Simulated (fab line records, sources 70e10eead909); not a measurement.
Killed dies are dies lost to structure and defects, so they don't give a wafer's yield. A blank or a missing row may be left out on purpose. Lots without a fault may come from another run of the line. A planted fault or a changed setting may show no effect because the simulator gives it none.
fab line records | flow nand_harc
record lots=11 wafers=33 last_day=23
route steps=1159 shown A_CONTACT@955 A_BLC@980 A_M1@1041 THIN_TSV@1132
lots that met no fault: from a run of the same line without faults
start_h: hours from the record's first day to the start of the lot's first wafer shown | wait_h: hours since the lot's step before | " the same as in the row above | L1.1+2: a row that stands for several wafers | - no value, or no start given | * or withheld: withheld | < > ~ a bound
route shown NAME@n: a module of which the file shows steps, and the number in the route of the first | usual: mean/standard deviation of fault-free wafers | same: alike in all rows | chamber/n: place in a boat | sites: the reading at each site | _std_site: their standard deviation | _edge_site: outer sites' mean less inner sites' | radius_mm: how far each site lies from the wafer's centre | mask NAME#n: copy n | behind: the tool/chamber that last shaped the wafer | hold: why the lot was held/for how many hours/how that ended | device: the transistor (n, p or np) that didn't switch | end of line: the same wafers' tests at the end of the route | a step without rows: its recipe alone | killed: dies lost to structure and defects at the first sort, not the wafer's yield | map: a wafer's dies, x killed, . not, _ none there
set.NAME: the setting as run; set.NAME@STEP: as run at that earlier step | model.NAME: the simulator's own value behind a step, which no gauge read
steps of the route over a sample of lots; a table a step, a row a wafer
services: from which hour (start_h, from the record's first day; less than 0 if before it) a tool's chamber was out of use, for how many hours, and why
## steps
# step NHARC_A_CONTACT_ETCH_110
# recipe target_depth_a=500 overetch_a=50 time_s=27.5 ion_energy_ev=100 cf4_flow_sccm=80 o2_flow_sccm=20 ar_flow_sccm=0 rf_w=300 bias_w=100 chemistry=CF4/O2
# usual drypump_motor_current_A=5.84/0.28 oes_product_au=1.000/0.0079 rf_fwd_power_W=296.4/1.4 rf_vpp_V=197.6/1.5 showerhead_plenum_p_Torr=1.33/0.058 throttle_valve_pct=13.396/0.0093
# columns lot.wafer tool chamber start_h wait_h drypump_motor_current_A oes_product_au rf_fwd_power_W rf_hours_counter_h rf_vpp_V showerhead_plenum_p_Torr throttle_valve_pct
L642.3 rie_diel-01 0 386.42 0.1 6.37 1.002 295.7 17 198.4 1.38 13.386
L642.2 " 1 " " 5.97 0.999 296.5 22 199.3 1.44 13.400
L642.6 " 3 " " 5.79 1.008 297.1 - 197.5 1.32 13.405
L645.2 rie_diel-07 0 395.14 0.1 5.80 0.992 296.8 28 195.2 1.28 13.390
L645.6 " 0 " " 5.87 0.997 297.4 - 196.1 1.28 13.398
L645.5 " 1 " " 5.85 0.998 297.0 - 195.0 1.26 13.410
L643.2 rie_diel-11 3 396.94 0.1 5.71 1.004 294.9 7 194.9 1.26 13.403
L643.1 " 2 " " 5.54 1.011 297.1 8 199.0 1.43 13.391
L643.5 " 3 " " 5.73 0.992 294.3 - 195.8 1.26 13.391
L644.4 rie_diel-07 0 398.81 0.1 5.84 0.979 296.5 29 196.9 1.28 13.416
L644.3 " 3 " " 5.55 0.990 295.8 25 197.5 1.35 13.397
L644.5 " 0 " " 5.84 0.998 296.2 - 197.7 1.28 13.409
L646.1 rie_diel-11 0 414.77 0.1 5.42 0.995 295.4 15 199.0 1.39 13.405
L646.4 " 1 " " 6.38 0.991 294.1 16 197.1 1.35 13.401
L646.6 " 3 " " 5.74 1.008 294.0 - 196.9 1.25 13.398
L649.3 rie_diel-07 2 440.32 0.1 5.84 0.994 297.6 7 199.7 1.35 13.413
L649.4 " 3 " " 5.57 0.995 295.0 7 198.0 1.35 13.411
L649.6 " 2 " " 5.83 0.991 297.0 - 198.0 1.35 13.385
L651.2 rie_diel-11 0 448.37 0.3 5.43 1.009 294.9 22 197.5 1.39 13.403
L651.3 " 3 " " 5.73 0.996 293.9 29 195.4 1.25 13.390
L651.6 " 0 " " 5.46 1.014 295.5 - 198.6 1.39 13.393
L654.1 rie_diel-01 3 451.20 0.1 5.74 0.988 294.6 44 197.2 1.31 13.399
L654.2 " 0 " " 6.39 1.000 297.5 40 198.1 1.37 13.388
L654.3 " 2 " " 5.69 1.000 296.5 41 197.0 1.27 13.396
L658.3 rie_diel-07 0 478.79 0.1 5.89 1.003 296.5 13 197.5 1.27 13.402
L658.1 " 1 " " 5.84 0.998 299.0 12 196.8 1.26 13.384
L658.5 " 3 " " 5.55 1.001 295.3 - 195.9 1.35 13.404
L661.1 rie_diel-07 1 495.30 0.1 5.88 0.989 297.5 14 195.9 1.26 13.379
L661.3 " 3 " " 5.55 0.992 295.0 16 198.9 1.35 13.405
L661.5 " 1 " " 5.87 1.003 296.0 - 196.6 1.26 13.403
L664.1 rie_diel-11 3 507.84 0.1 5.72 1.013 293.9 49 195.9 1.25 13.399
L664.2 " 1 " " 6.41 1.009 295.2 51 198.5 1.34 13.409
L664.3 " 2 " " 5.51 1.018 296.3 49 199.7 1.42 13.390
# step NHARC_A_BLC_ETCH_18
# recipe target_depth_a=9100 c4f8_flow_sccm=20 o2_flow_sccm=10 ar_flow_sccm=withheld rf_w=600 bias_w=1500 chemistry=C4F8/O2/Ar
# usual oes_product_au=0.947/0.022 rf_fwd_power_W=599.1/1.6 rf_vpp_V=981/5
# columns lot.wafer tool chamber start_h wait_h oes_product_au rf_fwd_power_W rf_hours_counter_h rf_vpp_V
L642.2 rie_diel-10 1 - - 0.965 599.9 3 974
L642.3 " 3 " " 0.981 599.0 3 979
L642.6 " 1 " " 0.967 596.9 - 974
L645.2 rie_diel-10 0 - - 0.960 601.6 4 984
L645.6 " 2 " " 0.975 598.9 - 986
L645.5 " 3 " " 0.959 598.2 - 980
L643.2 rie_diel-10 1 - - 0.978 598.6 4 972
L643.1 " 0 " " 0.976 599.2 4 986
L643.5 " 1 " " 0.980 599.2 - 975
L644.3 rie_diel-13 2 - - 0.908 603.0 15 982
L644.5 " 2 " " 0.922 599.4 - 982
L644.4 " 0 " " 0.915 599.2 - 975
L646.1 rie_diel-10 1 - - 0.955 599.5 6 974
L646.4 " 2 " " 0.973 598.0 6 986
L646.6 " 3 " " 0.969 597.4 - 979
L649.3 rie_diel-13 0 - - 0.966 601.3 21 974
L649.6 " 1 " " 0.949 598.9 - 985
L649.4 " 2 " " 0.961 598.6 - 984
L651.2 rie_diel-06 1 - - 0.958 600.8 9 984
L651.3 " 0 " " 0.978 598.3 10 974
L651.6 " 1 " " 0.957 599.6 - 985
L654.2 rie_diel-06 1 - - 0.969 598.9 11 985
L654.1 " 2 " " 0.960 599.9 12 975
L654.3 " 3 " " 0.955 597.0 12 981
L658.3 rie_diel-13 0 - - 0.968 599.4 2 973
L658.1 " 2 " " 0.969 599.6 2 980
L658.5 " 0 " " 0.964 598.7 - 973
L661.3 rie_diel-13 3 - - 0.945 597.8 2 986
L661.1 " 0 " " 0.973 598.8 5 974
L661.5 " 1 " " 0.969 598.2 - 985
L664.3 rie_diel-10 2 - - 0.928 598.2 16 984
L664.1 " 3 " " 0.920 602.0 16 978
L664.2 " 1 " " 0.915 601.4 16 973
# step NHARC_A_M1_ETCH_15
# recipe target_depth_a=1825 time_s=91.2 c4f8_flow_sccm=withheld ar_flow_sccm=400 rf_w=600 bias_w=300 chemistry=C4F8/Ar
# usual oes_product_au=0.955/0.021 rf_fwd_power_W=596.3/1.7 rf_vpp_V=440.5/2.4
# columns lot.wafer tool chamber start_h wait_h oes_product_au rf_fwd_power_W rf_hours_counter_h rf_vpp_V
L642.2 rie_diel-04 0 - - 0.963 596.9 8 441.1
L642.3 " 3 " " 0.958 596.2 9 438.3
L642.6 " 0 " " 0.974 595.9 - 441.7
L645.2 rie_diel-08 0 - - 0.923 595.0 3 444.6
L645.6 " 0 " " 0.919 594.0 - 445.3
L645.5 " 1 " " 0.926 594.5 - 442.7
L643.2 rie_diel-08 2 - - 0.970 598.7 3 441.8
L643.1 " 3 " " 0.960 597.9 3 443.8
L643.5 " 2 " " 0.960 599.3 - 441.5
L644.4 rie_diel-12 3 - - 0.994 593.6 1 438.9
L644.3 " 0 " " 0.994 594.8 2 441.0
L644.5 " 0 " " 0.993 594.8 - 440.4
L646.1 rie_diel-04 0 - - 0.969 597.7 10 442.0
L646.4 " 1 " " 0.969 596.2 9 437.0
L646.6 " 1 " " 0.977 594.8 - 438.0
L649.3 rie_diel-04 2 - - 0.930 599.0 12 438.2
L649.4 " 0 " " 0.933 600.4 12 442.0
L649.6 " 2 " " 0.933 597.5 - 438.4
L651.3 rie_diel-08 2 - - 0.928 594.5 5 442.5
L651.2 " 3 " " 0.931 598.1 4 441.9
L651.6 " 2 " " 0.935 598.2 - 439.7
L654.3 rie_diel-08 1 - - 0.963 596.4 5 443.4
L654.1 " 2 " " 0.970 593.3 5 440.8
L654.2 " 3 " " 0.967 593.4 5 443.7
L658.3 rie_diel-12 3 - - 0.986 597.5 7 440.7
L658.1 " 2 " " 0.984 597.0 7 444.3
L658.5 " 3 " " 0.974 594.7 - 440.5
L661.3 rie_diel-04 1 - - 0.975 596.4 3 438.7
L661.1 " 3 " " 0.984 593.9 3 436.6
L661.5 " 0 " " 0.963 595.6 - 442.6
L664.3 rie_diel-12 0 - - 0.948 597.8 7 440.4
L664.1 " 1 " " 0.927 597.6 8 437.2
L664.2 " 2 " " 0.931 598.1 8 444.9
# step NHARC_THIN_TSV_ANNEAL_52
# recipe temp_c=225 time_s=90
# usual anneal_temp_c=225.02/0.17 anneal_temp_c_max=226.9/0.33 wafer_temp_C_max=226.36/0.29
# columns lot.wafer tool chamber start_h wait_h anneal_temp_c anneal_temp_c_max wafer_temp_C_max
L642.2 rtp_anneal-02 0 451.97 0.7 225.02 226.8 226.16
L642.3 " 0 " " 224.86 226.6 226.60
L642.6 " 0 " " 224.82 226.8 226.41
L645.2 rtp_anneal-01 0 456.03 0.6 225.01 227.3 226.30
L645.5 " 0 " " 225.17 226.9 225.89
L645.6 " 0 " " 225.12 227.0 225.99
L643.1 rtp_anneal-02 0 457.31 0.5 224.92 227.0 226.83
L643.2 " 0 " " 225.02 226.9 226.51
L643.5 " 0 " " 224.97 226.9 226.76
L644.3 rtp_anneal-02 0 459.40 0.4 225.13 227.0 226.48
L644.4 " 0 " " 225.14 227.1 226.42
L644.5 " 0 " " 224.90 227.2 226.55
L646.1 rtp_anneal-02 0 460.44 0.5 224.76 227.0 225.99
L646.4 " 0 " " 225.15 227.0 226.58
L646.6 " 0 " " 224.84 227.1 226.97
L649.3 rtp_anneal-01 - 481.16 0.5 - - -
L649.4 " - " " - - -
L649.6 " - " " - - -
L651.2 rtp_anneal-02 - 490.61 0.6 - - -
L651.3 " - " " - - -
L651.6 " - " " - - -
L654.1 rtp_anneal-01 0 499.08 0.9 224.76 226.5 226.21
L654.2 " 0 " " 225.15 227.2 226.58
L654.3 " 0 " " 225.11 227.0 226.39
L658.1 rtp_anneal-02 0 521.37 0.7 225.19 227.3 226.69
L658.3 " 0 " " 225.10 227.0 226.12
L658.5 " 0 " " 225.42 226.9 226.28
L661.1 rtp_anneal-01 0 536.54 0.6 225.00 226.7 226.22
L661.3 " 0 " " 224.93 226.7 226.27
L661.5 " 0 " " 225.07 226.5 226.01
L664.1 rtp_anneal-01 0 545.37 0.5 224.96 226.7 226.13
L664.2 " 0 " " 225.12 226.7 226.31
L664.3 " 0 " " 224.97 226.8 226.12
## services
# columns tool chamber start_h hours kind
rie_diel-07 2 365.86 2.6 repair
rie_diel-11 - 366.50 9.0 pm
rie_diel-04 1 369.88 15.1 repair
rie_diel-12 1 371.22 2.4 repair
rie_diel-12 - 379.40 9.0 pm
rie_diel-08 - 386.14 0.4 repair
rie_diel-11 0 386.54 1.2 repair
rie_diel-06 1 400.58 29.1 repair
rie_diel-01 - 405.05 9.7 repair
rie_diel-07 - 405.20 9.0 pm
rie_diel-11 0 424.89 9.5 repair
rie_diel-10 0 427.08 6.7 repair
rie_diel-04 - 438.64 0.4 repair
rie_diel-13 - 453.00 9.0 pm
rie_diel-07 1 456.38 4.5 repair
rie_diel-10 2 457.66 3.5 repair
rie_diel-08 0 457.76 21.6 repair
rie_diel-04 - 466.25 9.0 pm
rie_diel-08 - 478.80 9.0 pm
rie_diel-10 2 480.05 3.0 repair
rie_diel-11 2 517.27 6.7 repair
rie_diel-10 - 530.50 9.0 pm
rie_diel-13 3 536.92 2.9 repair
rie_diel-11 - 543.52 9.0 pm
## key
first_sign step=NHARC_THIN_TSV_ANNEAL_52 reading=tool_record direction=missing
effect none on later readings
met_at NHARC_THIN_TSV_ANNEAL_52
struck_lots L649,L651
not_acting_at NHARC_A_CONTACT_ETCH_110,NHARC_A_BLC_ETCH_18,NHARC_A_M1_ETCH_15
onset_between 460.44 481.16
fault kind=skipped_step_whole tool=rtp_anneal-01,rtp_anneal-02 chamber=- onset_h=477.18 steps=NHARC_THIN_TSV_ANNEAL_52 scope=struck_lots_only
